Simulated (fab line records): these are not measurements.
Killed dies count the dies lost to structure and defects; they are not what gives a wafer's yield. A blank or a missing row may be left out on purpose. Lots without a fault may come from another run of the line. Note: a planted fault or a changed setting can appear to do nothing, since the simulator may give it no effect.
fab line records	flow n5-finfet
record: lots: 7	wafers: 39
route steps=1938 shown BEOL_M11@1578 BEOL_M15@1809 MIM_TOP@1838
start-h: start of the lot's first displayed wafer, in hours after the record's first day	wait-h: hours elapsed since this lot's preceding step	" identical to the entry in the row above	L1.1+2: several wafers, shown together as one row	- value missing, or start not given	* or withheld: withheld	< > ~ a bound
route shown NAME@n: NAME is a module with steps in the file, n the number in the route of the first one	usual: the fault-free wafers' mean and standard deviation	same: alike in all rows	chamber/n: place in a boat	sites: readings site by site	_std_site: the values' standard deviation	_edge_site: mean of outer sites minus mean of inner sites	radius-mm: how far each site lies from the wafer's centre	mask NAME#n: copy n	behind: tool/chamber where the wafer was last shaped	hold: the reason the lot was held/the length of the hold in hours/how it ended	device: the n, p or np transistor that did not switch	end of line: tests of these same wafers at the route's end	for a step that has no rows: nothing shown but its recipe	killed: dies lost to structure and defects at the first sort, not the wafer's yield	map: dies across one wafer; x = killed, . = not, _ = none there
set.NAME: the setting as run; set.NAME@STEP: as run at that earlier step	model.NAME: the simulator's own value behind a step, which no gauge read
lots run with intentionally changed settings; tables by step, rows by wafer
== steps ==
step: N5_BEOL_M11_TRENCH_ETCH_37
recipe: chemistry: C4F6/O2	target-depth-a: 1488.3	target: SiCOH_lowk	time-s: 48	ion-energy-ev: 250	pressure-mtorr: 30	source-w: 345	bias-w: 185	Ar_flow_sccm: 300	C4F6_flow_sccm: 10	O2_flow_sccm: 10
lot.wafer	tool	chamber	start-h	wait-h	set.target-depth-a	model.etch.depth-nm	model.BEOL_M11.feature-depth-nm	model.TiN_of_BEOL_M11_HM_DEP_02.thk-nm
L075.1	rie-diel-03	0	-	-	1037	101.5	101.6	17
L075.2	"	1	"	"	1488.3	143.4	143.4	16.2
L075.3	"	2	"	"	1488.3	147.1	147	16
L075.4	"	0	"	"	1037	101.6	101.6	17.2
L075.5	"	2	"	"	1037	102.7	102.6	17
L075.6	"	1	"	"	1488.3	142.4	142.4	16
L077.1+6	rie-diel-06	2	-	-	1488.3	144.9	145	16.2
L077.2	"	3	"	"	1488.3	149.5	149.6	16
L077.3	"	1	"	"	1488.3	150.1	150	16
L077.4	"	0	"	"	1488.3	148.9	148.8	16
L077.5	"	3	"	"	1488.3	150.7	150.6	15.8
L078.1	rie-diel-05	0	-	-	2202	219.6	219.6	13.8
L078.2	"	2	"	"	2202	221.3	221.2	14
L078.3	"	1	"	"	1488.3	152.7	152.6	15.8
L078.4	"	2	"	"	1488.3	149.7	149.6	16
L078.5	"	0	"	"	1488.3	147.3	147.2	16
L078.6	"	1	"	"	2202	224	224	13.8
L076.1	rie-diel-05	1	-	-	1163	119.2	119.2	17
L076.2	"	2	"	"	1488.3	150.1	150.2	16
L076.3	"	0	"	"	1163	116.7	116.6	16.8
L076.4	"	2	"	"	1488.3	149.6	149.6	15.6
L076.5	"	1	"	"	1488.3	151.7	151.6	16
L076.6	"	0	"	"	1163	115.2	115.2	17
L093.2	rie-diel-06	2	-	-	1488.3	147.5	147.6	15.6
L093.4	"	3	"	"	1488.3	151.2	151.2	15.4
L093.5	"	0	"	"	1488.3	149.1	149.2	15.4
L094.1	rie-diel-06	2	-	-	2242	219.6	219.6	13.8
L094.2	"	3	"	"	1488.3	150	150	15.8
L094.3	"	1	"	"	2242	225.3	225.2	13.8
L094.4	"	0	"	"	2242	220.8	220.8	13.8
L094.5	"	2	"	"	1488.3	146.4	146.4	15.8
L094.6	"	1	"	"	1488.3	148.9	149	15.6
L097.1	rie-diel-05	0	-	-	1071	106.7	106.6	17.4
L097.2	"	1	"	"	1488.3	151	151	16
L097.3	"	2	"	"	1488.3	149.8	149.8	16.2
L097.4	"	3	"	"	1071	106.8	106.8	17.2
L097.5	"	0	"	"	1071	107.3	107.4	17.2
L097.6	"	1	"	"	1488.3	152.1	152	15.8
step: N5_BEOL_M11_ETCH_41
recipe: chemistry: CH3F/O2	target: SiCN	target-depth-a: 426	taper-deg: 2	time-s: 86	ion-energy-ev: 120	mask-material: TiN	pressure-mtorr: 30	source-w: 395	bias-w: 75	Ar_flow_sccm: 150	CH3F_flow_sccm: 30	O2_flow_sccm: 20
step: N5_BEOL_M11_STRIP_77
recipe: chemistry: N2/H2	time-s: 10	power-w: 450	temp-c: 40	pressure-mtorr: 20	rf-frequency-hz: 6e+07	bias-power-w: 7	n2-flow-sccm: 200	h2-flow-sccm: 200
step: N5_BEOL_M11_OCD_MEAS_38
usual: trench-depth-nm: 148.1/2.5
lot.wafer	tool	chamber	start-h	wait-h	set.target-depth-a@BEOL_M11_TRENCH_ETCH_37	trench-depth-nm
L075.1	ocd-02	-	234.04	-	1037	-
L075.2	"	-	"	"	1488.3	143.3
L075.3	"	-	"	"	1488.3	147.5
L075.4	"	-	"	"	1037	101.5
L075.5	"	-	"	"	1037	-
L075.6	"	-	"	"	1488.3	-
L077.1	ocd-01	-	243.04	-	1488.3	-
L077.2	"	-	"	"	1488.3	149.6
L077.3	"	-	"	"	1488.3	-
L077.4	"	-	"	"	1488.3	-
L077.5	"	-	"	"	1488.3	150.3
L077.6	"	-	"	"	1488.3	144.9
L078.1	ocd-01	-	243.58	-	2202	220.0
L078.2	"	-	"	"	2202	221.0
L078.3	"	-	"	"	1488.3	152.0
L078.4	"	-	"	"	1488.3	150.2
L078.5	"	-	"	"	1488.3	147.3
L078.6	"	-	"	"	2202	224.4
L076.1	ocd-02	-	244.04	-	1163	119.6
L076.2	"	-	"	"	1488.3	150.3
L076.3	"	-	"	"	1163	116.3
L076.4	"	-	"	"	1488.3	149.7
L076.5	"	-	"	"	1488.3	152.1
L076.6	"	-	"	"	1163	115.1
L093.2	ocd-01	-	332.84	-	1488.3	147.4
L093.4	"	-	"	"	1488.3	151.1
L093.5	"	-	"	"	1488.3	149.4
L094.1	ocd-02	-	342.33	-	2242	219.8
L094.2	"	-	"	"	1488.3	150.1
L094.3	"	-	"	"	2242	225.0
L094.4	"	-	"	"	2242	220.5
L094.5	"	-	"	"	1488.3	146.7
L094.6	"	-	"	"	1488.3	148.8
L097.1	ocd-01	-	361.00	-	1071	106.7
L097.2	"	-	"	"	1488.3	150.9
L097.3	"	-	"	"	1488.3	149.9
L097.4	"	-	"	"	1071	107.2
L097.5	"	-	"	"	1071	107.6
L097.6	"	-	"	"	1488.3	152.1
step: N5_BEOL_M11_HM_STRIP_39
recipe: chemistry: peroxide-tin-strip	material: TiN	target-depth-a: 250	temp-c: 50	time-s: 158
step: N5_BEOL_M11_SRD_40
recipe: time-s: 30	temp-c: 23	rinse-liquid: diw	dry: ipa-marangoni
step: N5_BEOL_M11_ECD_50
recipe: material: Cu	target-thk-a: 3180
step: N5_BEOL_M11_ANNEAL_51
recipe: temp-c: 225	time-s: 90	ambient: N2
step: N5_BEOL_M11_CMP_52
recipe: stop-on: SiCOH_lowk	t-overpolish-s: 7	down-force-psi: 1	platen-rpm: 50	clearing-platen-down-force-psi: 1.5	clearing-platen-rpm: 50	post-cmp-clean: cu-alkaline	target-thk-nm: 140	clearing-platen-pad-velocity-m-s: 0.99484	pad-velocity-m-s: 0.99484
lot.wafer	tool	chamber	start-h	wait-h	set.target-depth-a@BEOL_M11_TRENCH_ETCH_37	model.Cu_of_BEOL_M11_ECD_50.thk-nm
L075.2	cmp-02	3	236.18	0.2	1488.3	135.2
L075.3	"	0	"	"	1488.3	139.2
L075.1	"	1	"	"	1037	93.4
L075.4	"	2	"	"	1037	92.4
L075.5	"	3	"	"	1037	93.8
L075.6	"	0	"	"	1488.3	134.4
L077.3+2	cmp-02	1,0	245.68	0.2	1488.3	141.4
L077.4	"	2	"	"	1488.3	140.6
L077.1	"	3	"	"	1488.3	136.6
L077.5	"	1	"	"	1488.3	143.2
L077.6	"	2	"	"	1488.3	137.4
L078.1	cmp-02	0	246.19	0.3	2202	210.6
L078.3	"	1	"	"	1488.3	143.2
L078.4	"	2	"	"	1488.3	141.2
L078.2	"	3	"	"	2202	212.4
L078.6	"	0	"	"	2202	214.8
L078.5	"	1	"	"	1488.3	139.2
L076.1	cmp-01	0	246.28	0.3	1163	110.8
L076.3	"	1	"	"	1163	110.2
L076.2	"	2	"	"	1488.3	142.4
L076.4	"	3	"	"	1488.3	140
L076.5	"	0	"	"	1488.3	143
L076.6	"	1	"	"	1163	106.8
L093.2	cmp-04	1	336.08	0.2	1488.3	138.4
L093.4	"	2	"	"	1488.3	143
L093.5	"	0	"	"	1488.3	141.4
L094.1	cmp-01	2	344.16	0.3	2242	211.4
L094.3	"	3	"	"	2242	216
L094.4	"	0	"	"	2242	212.2
L094.2+6	"	1,3	"	"	1488.3	140.8
L094.5	"	2	"	"	1488.3	138.4
L097.4	cmp-02	2	363.39	0.3	1071	96.2
L097.3	"	3	"	"	1488.3	138.8
L097.1	"	0	"	"	1071	95.8
L097.2	"	1	"	"	1488.3	140.8
L097.5	"	2	"	"	1071	97.4
L097.6	"	3	"	"	1488.3	141.2
step: N5_BEOL_M11_THK_MEAS_53
recipe: thk-meas-gauge: xrf	reads: Cu_of_BEOL_M11_ECD_50
usual: M11_THK: 137/3
lot.wafer	tool	chamber	start-h	wait-h	set.target-depth-a@BEOL_M11_TRENCH_ETCH_37	M11_THK[nm]
L075.1	film-metro-02	-	236.47	-	1037	-
L075.2	"	-	"	"	1488.3	134
L075.3	"	-	"	"	1488.3	138
L075.4	"	-	"	"	1037	91
L075.5	"	-	"	"	1037	-
L075.6	"	-	"	"	1488.3	-
L077.1	film-metro-01	-	245.98	-	1488.3	-
L077.2	"	-	"	"	1488.3	139
L077.3	"	-	"	"	1488.3	-
L077.4	"	-	"	"	1488.3	-
L077.5	"	-	"	"	1488.3	141
L077.6	"	-	"	"	1488.3	136
L078.1	film-metro-01	-	246.49	-	2202	206
L078.2	"	-	"	"	2202	210
L078.3	"	-	"	"	1488.3	141
L078.4	"	-	"	"	1488.3	139
L078.5	"	-	"	"	1488.3	137
L078.6	"	-	"	"	2202	210
L076.1	film-metro-01	-	246.58	-	1163	109
L076.2	"	-	"	"	1488.3	140
L076.3	"	-	"	"	1163	108
L076.4	"	-	"	"	1488.3	138
L076.5	"	-	"	"	1488.3	140
L076.6	"	-	"	"	1163	105
L093.2	film-metro-02	-	336.34	-	1488.3	136
L093.4	"	-	"	"	1488.3	140
L093.5	"	-	"	"	1488.3	139
L094.1	film-metro-02	-	344.45	-	2242	208
L094.2	"	-	"	"	1488.3	139
L094.3	"	-	"	"	2242	211
L094.4	"	-	"	"	2242	208
L094.5	"	-	"	"	1488.3	136
L094.6	"	-	"	"	1488.3	138
L097.1	film-metro-02	-	363.68	-	1071	94
L097.2	"	-	"	"	1488.3	138
L097.3	"	-	"	"	1488.3	136
L097.4	"	-	"	"	1071	95
L097.5	"	-	"	"	1071	95
L097.6	"	-	"	"	1488.3	139
step: N5_BEOL_M11_PRE_CLEAN_55
recipe: gas: NH3	time-s: 15	temp-c: withheld	rf-power-w: 300
step: N5_BEOL_M11_DEP_56
recipe: material: SiCN	target-thk-a: 300	temp-c: withheld	precursor: 3MS/NH3	pressure-torr: 3	rf-w: 675	time-s: 10.5
step: N5_BEOL_M11_RS_MEAS_57
recipe: thk-meas-gauge: four-point-probe	reads: Cu_of_BEOL_M11_ECD_50+Co_of_BEOL_M11_CVD_75+TaN_of_BEOL_M11_ALD_74
usual: M11_RS: 0.152/0.0034
lot.wafer	tool	chamber	start-h	wait-h	set.target-depth-a@BEOL_M11_TRENCH_ETCH_37	M11_RS[ohm/sq]
L075.1	film-metro-01	-	236.60	0.0	1037	-
L075.2	"	-	"	"	1488.3	0.157
L075.3	"	-	"	"	1488.3	0.152
L075.4	"	-	"	"	1037	0.241
L075.5	"	-	"	"	1037	-
L075.6	"	-	"	"	1488.3	-
L077.1	film-metro-02	-	246.10	0.0	1488.3	-
L077.2	"	-	"	"	1488.3	0.150
L077.3	"	-	"	"	1488.3	-
L077.4	"	-	"	"	1488.3	-
L077.5	"	-	"	"	1488.3	0.147
L077.6	"	-	"	"	1488.3	0.154
L078.1	film-metro-02	-	246.61	0.0	2202	0.097
L078.2	"	-	"	"	2202	0.096
L078.3	"	-	"	"	1488.3	0.147
L078.4	"	-	"	"	1488.3	0.149
L078.5	"	-	"	"	1488.3	0.152
L078.6	"	-	"	"	2202	0.095
L076.1	film-metro-02	-	246.70	0.0	1163	0.196
L076.2	"	-	"	"	1488.3	0.148
L076.3	"	-	"	"	1163	0.197
L076.4	"	-	"	"	1488.3	0.151
L076.5	"	-	"	"	1488.3	0.148
L076.6	"	-	"	"	1163	0.205
L093.2	film-metro-01	-	336.50	0.0	1488.3	0.153
L093.4	"	-	"	"	1488.3	0.147
L093.5	"	-	"	"	1488.3	0.149
L094.1	film-metro-02	-	344.60	0.0	2242	0.097
L094.2	"	-	"	"	1488.3	0.150
L094.3	"	-	"	"	2242	0.094
L094.4	"	-	"	"	2242	0.096
L094.5	"	-	"	"	1488.3	0.153
L094.6	"	-	"	"	1488.3	0.150
L097.1	film-metro-01	-	363.82	0.0	1071	0.231
L097.2	"	-	"	"	1488.3	0.150
L097.3	"	-	"	"	1488.3	0.152
L097.4	"	-	"	"	1071	0.230
L097.5	"	-	"	"	1071	0.227
L097.6	"	-	"	"	1488.3	0.149
step: N5_BEOL_M15_TRENCH_ETCH_34
recipe: chemistry: C4F8/O2/Ar	target: SiO2	target-depth-a: 8729.3	he-inner-torr: 15	he-outer-torr: 30	time-s: 199	ion-energy-ev: 800	pressure-mtorr: 20	source-w: 1905	bias-w: 2040	Ar_flow_sccm: 400	C4F8_flow_sccm: 16	O2_flow_sccm: 12
lot.wafer	tool	chamber	start-h	wait-h	set.time-s	model.etch.depth-nm	model.coat_of_BEOL_M15_COAT_22.thk-nm
L075.1	rie-diel-06	3	258.37	0.0	199	884.6	538.4
L075.2	"	0	"	"	199	868.2	544.4
L075.3	"	2	"	"	260.4	1131	490.6
L075.4	"	1	"	"	260.4	1159	485.2
L075.5	"	3	"	"	199	882.5	539.4
L075.6	"	2	"	"	260.4	1132	492
L077.1	rie-diel-06	2	263.82	0.0	199	854.7	548.4
L077.2	"	1	"	"	199	874.2	542.8
L077.3	"	0	"	"	199	864.2	543.8
L077.4	"	3	"	"	289.6	1271	464
L077.5	"	2	"	"	289.6	1250	468.4
L077.6	"	3	"	"	289.6	1282	459.8
L078.1	rie-diel-03	2	264.72	0.0	262.8	1135	493.4
L078.2	"	3	"	"	199	866.4	545.4
L078.3	"	1	"	"	199	838.4	559.2
L078.4	"	0	"	"	262.8	1123	498.2
L078.5	"	1	"	"	262.8	1106	507
L078.6	"	0	"	"	199	859.9	548.2
L076.1	rie-diel-03	0	264.96	0.0	199	841	546.2
L076.2	"	1	"	"	199	832.1	549.6
L076.3	"	2	"	"	199	857.5	543
L076.4	"	3	"	"	199	853.5	543
L076.5	"	3	"	"	199	858.8	540
L076.6	"	0	"	"	199	847.4	543.8
L093.2	rie-diel-05	1	362.44	0.0	199	889.7	539.6
L093.4	"	3	"	"	199	867.9	541
L093.5	"	0	"	"	199	872.5	541.2
L094.1	rie-diel-03	1	370.84	0.0	199	886.9	540.2
L094.2	"	3	"	"	285.5	1245	465.4
L094.3	"	2	"	"	285.5	1249	467.2
L094.4	"	1	"	"	285.5	1271	463
L094.5	"	2	"	"	199	872.8	542.6
L094.6	"	3	"	"	199	865.5	543
L097.1	rie-diel-06	0	391.46	0.1	199	858.3	545
L097.2	"	2	"	"	199	846.2	549
L097.3	"	0	"	"	148.5	639.7	588.4
L097.4	"	2	"	"	148.5	625.3	591.2
L097.5	"	0	"	"	199	862.5	544.6
L097.6	"	2	"	"	148.5	626.8	591
step: N5_BEOL_M15_STRIP_36
recipe: chemistry: O2	power-w: 600	temp-c: 60	pressure-mtorr: 30	rf-frequency-hz: 6e+07	bias-power-w: 0	overash-fraction: 0.3	o2-flow-sccm: 225
step: N5_BEOL_M15_ECD_47
recipe: material: Cu	target-thk-a: 18600
step: N5_BEOL_M15_ANNEAL_48
recipe: temp-c: 225	time-s: 90	ambient: N2
step: N5_BEOL_M15_CMP_49
recipe: stop-on: SiO2	t-overpolish-s: 4.9	down-force-psi: 2	platen-rpm: 80	clearing-platen-down-force-psi: 2	clearing-platen-rpm: 80	post-cmp-clean: cu-alkaline	target-thk-nm: 850	clearing-platen-pad-velocity-m-s: 1.5917	pad-velocity-m-s: 1.5917
lot.wafer	tool	chamber	start-h	wait-h	set.time-s@BEOL_M15_TRENCH_ETCH_34	model.Cu_of_BEOL_M15_ECD_47.thk-nm
L075.1	cmp-01	3	261.20	0.3	199	860.4
L075.2	"	0	"	"	199	844.6
L075.3	"	1	"	"	260.4	1108
L075.4	"	2	"	"	260.4	1136
L075.6	"	3	"	"	260.4	1107
L075.5	"	0	"	"	199	860
L077.2	cmp-01	2	265.39	0.2	199	852
L077.1	"	3	"	"	199	833
L077.4	"	0	"	"	289.6	1249
L077.3	"	1	"	"	199	842
L077.6	"	2	"	"	289.6	1260
L077.5	"	3	"	"	289.6	1226
L078.3	cmp-01	0	268.39	0.4	199	816.6
L078.2	"	1	"	"	199	843.4
L078.1	"	2	"	"	262.8	1113
L078.4	"	3	"	"	262.8	1101
L078.5	"	0	"	"	262.8	1083
L078.6	"	1	"	"	199	837
L076.4	cmp-01	3	268.62	0.4	199	830.8
L076.1	"	0	"	"	199	816.6
L076.3	"	1	"	"	199	833.6
L076.2	"	2	"	"	199	809.6
L076.5	"	3	"	"	199	835.2
L076.6	"	0	"	"	199	824
L093.4	cmp-02	1	365.67	0.2	199	843.2
L093.2	"	3	"	"	199	865.6
L093.5	"	0	"	"	199	848.6
L094.1	cmp-04	3	382.06	0.3	199	862.6
L094.2	"	0	"	"	285.5	1222
L094.4	"	1	"	"	285.5	1248
L094.3	"	2	"	"	285.5	1225
L094.5	"	3	"	"	199	848.2
L094.6	"	0	"	"	199	841.6
L097.3	cmp-01	3	396.48	0.2	148.5	615.8
L097.1	"	0	"	"	199	834.4
L097.4	"	1	"	"	148.5	602.4
L097.2	"	2	"	"	199	823.4
L097.5	"	3	"	"	199	838.6
L097.6	"	0	"	"	148.5	603.4
step: N5_BEOL_M15_THK_MEAS_50
recipe: thk-meas-gauge: xrf	reads: Cu_of_BEOL_M15_ECD_47
usual: M15_THK: 829/13
lot.wafer	tool	chamber	start-h	wait-h	set.time-s@BEOL_M15_TRENCH_ETCH_34	M15_THK[nm]
L075.1	film-metro-02	-	261.50	-	199	-
L075.2	"	-	"	"	199	831
L075.3	"	-	"	"	260.4	1096
L075.4	"	-	"	"	260.4	1118
L075.5	"	-	"	"	199	-
L075.6	"	-	"	"	260.4	-
L077.1	film-metro-02	-	265.68	-	199	-
L077.2	"	-	"	"	199	835
L077.3	"	-	"	"	199	-
L077.4	"	-	"	"	289.6	-
L077.5	"	-	"	"	289.6	1201
L077.6	"	-	"	"	289.6	1237
L078.1	film-metro-02	-	268.68	-	262.8	1102
L078.2	"	-	"	"	199	840
L078.3	"	-	"	"	199	811
L078.4	"	-	"	"	262.8	1088
L078.5	"	-	"	"	262.8	1069
L078.6	"	-	"	"	199	830
L076.1	film-metro-02	-	268.91	-	199	809
L076.2	"	-	"	"	199	805
L076.3	"	-	"	"	199	828
L076.4	"	-	"	"	199	825
L076.5	"	-	"	"	199	825
L076.6	"	-	"	"	199	816
L093.2	film-metro-01	-	365.93	-	199	848
L093.4	"	-	"	"	199	819
L093.5	"	-	"	"	199	829
L094.1	film-metro-01	-	382.36	-	199	845
L094.2	"	-	"	"	285.5	1195
L094.3	"	-	"	"	285.5	1197
L094.4	"	-	"	"	285.5	1222
L094.5	"	-	"	"	199	828
L094.6	"	-	"	"	199	822
L097.1	film-metro-02	-	396.77	-	199	819
L097.2	"	-	"	"	199	809
L097.3	"	-	"	"	148.5	601
L097.4	"	-	"	"	148.5	591
L097.5	"	-	"	"	199	827
L097.6	"	-	"	"	148.5	593
step: N5_BEOL_M15_PRE_CLEAN_52
recipe: gas: NH3	time-s: 15	temp-c: withheld	rf-power-w: 300
step: N5_BEOL_M15_DEP_53
recipe: material: SiCN	target-thk-a: 500	temp-c: withheld	precursor: 3MS/NH3	pressure-torr: 3	rf-w: 675	time-s: 17.8
step: N5_BEOL_M15_RS_MEAS_54
recipe: thk-meas-gauge: four-point-probe	reads: Cu_of_BEOL_M15_ECD_47+Ta_of_BEOL_M15_SPUTTER_44+TaN_of_BEOL_M15_SPUTTER_43
usual: M15_RS: 0.0217/0.00037
lot.wafer	tool	chamber	start-h	wait-h	set.time-s@BEOL_M15_TRENCH_ETCH_34	M15_RS[ohm/sq]
L075.1	film-metro-02	-	261.63	0.0	199	-
L075.2	"	-	"	"	199	0.0217
L075.3	"	-	"	"	260.4	0.0165
L075.4	"	-	"	"	260.4	0.0161
L075.5	"	-	"	"	199	-
L075.6	"	-	"	"	260.4	-
L077.1	film-metro-01	-	265.81	0.0	199	-
L077.2	"	-	"	"	199	0.0215
L077.3	"	-	"	"	199	-
L077.4	"	-	"	"	289.6	-
L077.5	"	-	"	"	289.6	0.0149
L077.6	"	-	"	"	289.6	0.0145
L078.1	film-metro-01	-	268.81	0.0	262.8	0.0164
L078.2	"	-	"	"	199	0.0217
L078.3	"	-	"	"	199	0.0224
L078.4	"	-	"	"	262.8	0.0166
L078.5	"	-	"	"	262.8	0.0168
L078.6	"	-	"	"	199	0.0219
L076.1	film-metro-02	-	269.04	0.0	199	0.0225
L076.2	"	-	"	"	199	0.0227
L076.3	"	-	"	"	199	0.0220
L076.4	"	-	"	"	199	0.0221
L076.5	"	-	"	"	199	0.0219
L076.6	"	-	"	"	199	0.0223
L093.2	film-metro-01	-	366.12	0.1	199	0.0211
L093.4	"	-	"	"	199	0.0217
L093.5	"	-	"	"	199	0.0216
L094.1	film-metro-01	-	382.52	0.1	199	0.0212
L094.2	"	-	"	"	285.5	0.0149
L094.3	"	-	"	"	285.5	0.0149
L094.4	"	-	"	"	285.5	0.0146
L094.5	"	-	"	"	199	0.0216
L094.6	"	-	"	"	199	0.0218
L097.1	film-metro-02	-	396.93	0.1	199	0.0220
L097.2	"	-	"	"	199	0.0224
L097.3	"	-	"	"	148.5	0.0300
L097.4	"	-	"	"	148.5	0.0307
L097.5	"	-	"	"	199	0.0219
L097.6	"	-	"	"	148.5	0.0306
step: N5_MIM_TOP_SPUTTER_03
recipe: material: TiN	target-thk-a: 350	temp-c: 200	power-w: 3000	chamber-pressure-pa: 0.49996	gas: Ar	reactive-partial-pa: 0.37997	time-s: 89.7
lot.wafer	tool	chamber	start-h	wait-h	set.target-thk-a	model.TiN_of_MIM_TOP_SPUTTER_03.thk-nm
L075.1+2+3+5	pvd-sputter-02	-	263.75	0.0	350	34.8
L075.4+6	"	-	"	"	350	35
L077.1+5+6	pvd-sputter-03	-	268.53	0.0	350	35.8
L077.2+3	"	-	"	"	350	35.6
L077.4	"	-	"	"	350	35.4
L078.1+3	pvd-sputter-03	-	271.63	0.0	259.8	26
L078.2+5	"	-	"	"	350	35
L078.4	"	-	"	"	259.8	26.2
L078.6	"	-	"	"	350	34.8
L076.1	pvd-sputter-03	-	272.77	0.0	560	56
L076.2+5	"	-	"	"	350	35.2
L076.3+4	"	-	"	"	560	56.4
L076.6	"	-	"	"	350	35.6
L093.2	pvd-sputter-03	-	367.86	0.0	350	35.4
L093.4+5	"	-	"	"	350	35.6
L094.1	pvd-sputter-02	-	386.63	0.0	502.1	50
L094.2+4	"	-	"	"	502.1	50.4
L094.3	"	-	"	"	350	34.8
L094.5	"	-	"	"	350	35
L094.6	"	-	"	"	350	34.6
L097.1+3+6	pvd-sputter-02	-	399.22	0.0	350	35
L097.2	"	-	"	"	350	34.8
L097.4	"	-	"	"	350	35.2
L097.5	"	-	"	"	350	34.6
== key ==
split: step: N5_BEOL_M11_TRENCH_ETCH_37	setting: target-depth-a	stated: 1488.3	by: wafer
response: step: N5_BEOL_M11_TRENCH_ETCH_37	reading: model.etch.depth-nm	change: +1.48	per: 1%	r: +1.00
response: step: N5_BEOL_M11_TRENCH_ETCH_37	reading: model.BEOL_M11.feature-depth-nm	change: +1.48	per: 1%	r: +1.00
response: step: N5_BEOL_M11_TRENCH_ETCH_37	reading: model.TiN_of_BEOL_M11_HM_DEP_02.thk-nm	change: -0.0406	per: 1%	r: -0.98
response: step: N5_BEOL_M11_OCD_MEAS_38	reading: trench-depth-nm	change: +1.49	per: 1%	r: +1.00
response: step: N5_BEOL_M11_CMP_52	reading: model.Cu_of_BEOL_M11_ECD_50.thk-nm	change: +1.47	per: 1%	r: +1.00
response: step: N5_BEOL_M11_THK_MEAS_53	reading: M11_THK	change: +1.45	per: 1%	r: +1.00
response: step: N5_BEOL_M11_RS_MEAS_57	reading: M11_RS	shape: bent	at-lowest: 0.241	at-stated: 0.150	at-highest: 0.096
split: step: N5_BEOL_M15_TRENCH_ETCH_34	setting: time-s	stated: 199	by: wafer
response: step: N5_BEOL_M15_TRENCH_ETCH_34	reading: model.etch.depth-nm	change: +8.69	per: 1%	r: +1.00
response: step: N5_BEOL_M15_TRENCH_ETCH_34	reading: model.coat_of_BEOL_M15_COAT_22.thk-nm	change: -1.73	per: 1%	r: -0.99
response: step: N5_BEOL_M15_CMP_49	reading: model.Cu_of_BEOL_M15_ECD_47.thk-nm	change: +8.69	per: 1%	r: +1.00
response: step: N5_BEOL_M15_THK_MEAS_50	reading: M15_THK	change: +8.51	per: 1%	r: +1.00
response: step: N5_BEOL_M15_RS_MEAS_54	reading: M15_RS	shape: bent	at-lowest: 0.0304	at-stated: 0.0219	at-highest: 0.0147
split: step: N5_MIM_TOP_SPUTTER_03	setting: target-thk-a	stated: 350	by: wafer
response: step: N5_MIM_TOP_SPUTTER_03	reading: model.TiN_of_MIM_TOP_SPUTTER_03.thk-nm	change: +0.351	per: 1%	r: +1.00
